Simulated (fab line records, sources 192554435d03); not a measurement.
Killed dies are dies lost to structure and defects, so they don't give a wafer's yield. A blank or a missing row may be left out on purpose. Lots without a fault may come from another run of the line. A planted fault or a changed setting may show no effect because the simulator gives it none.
Chamber matching | flow n5_finfet | N5_BEOL_M3_ETCH_74 on rie_diel-04: 4 sister chambers
The step etches underlayer in N2/H2, target depth 6.5 nm, time 5.2 s. 4 wafers are shown with their chamber, then 9 later ones without.

WAFERS WITH THEIR CHAMBER
wafer  | chamber | throttle_valve_pct (%)
L084.1 | 3       | 17.91
L087.1 | 2       | 17.57
L087.4 | 1       | 18.52
L087.5 | 0       | 17.86

WAFERS WITHOUT THEIR CHAMBER
wafer  | throttle_valve_pct (%)
L088.2 | 17.85
L088.5 | 17.90
L088.6 | 17.88
L089.4 | 17.87
L089.5 | 17.87
L089.6 | 18.49
L095.1 | 17.90
L095.2 | 17.39
L095.4 | 17.37

WHICH CHAMBER EACH WENT THROUGH
wafer  | from the rows above     | in truth
L088.2 | can't be placed: 0 or 3 | 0
L088.5 | can't be placed: 3 or 0 | 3
L088.6 | can't be placed: 0 or 3 | 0
L089.4 | can't be placed: 0 or 3 | 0
L089.5 | can't be placed: 0 or 3 | 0
L089.6 | 1                       | 1
L095.1 | can't be placed: 3 or 0 | 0
L095.2 | 2                       | 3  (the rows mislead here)
L095.4 | 2                       | 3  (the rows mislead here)
Placed correctly: 1 of 9. Can't be placed from these rows: 6 (the true chamber is among the candidates in 6). Placed wrongly: 2.
How it was worked out, from the rows above alone: a wafer's distance from a chamber is the root of the sum, over the readings, of the square of ((its reading less the chamber's mean) divided by the reading's scatter). The wafer belongs to the nearest chamber; if the next one is less than 2 further off, it can't be placed. A chamber's mean is the mean of its shown wafers. The scatter: with one shown wafer a chamber, the root of the mean of the squares of how far each hidden wafer lies from its nearest shown one.
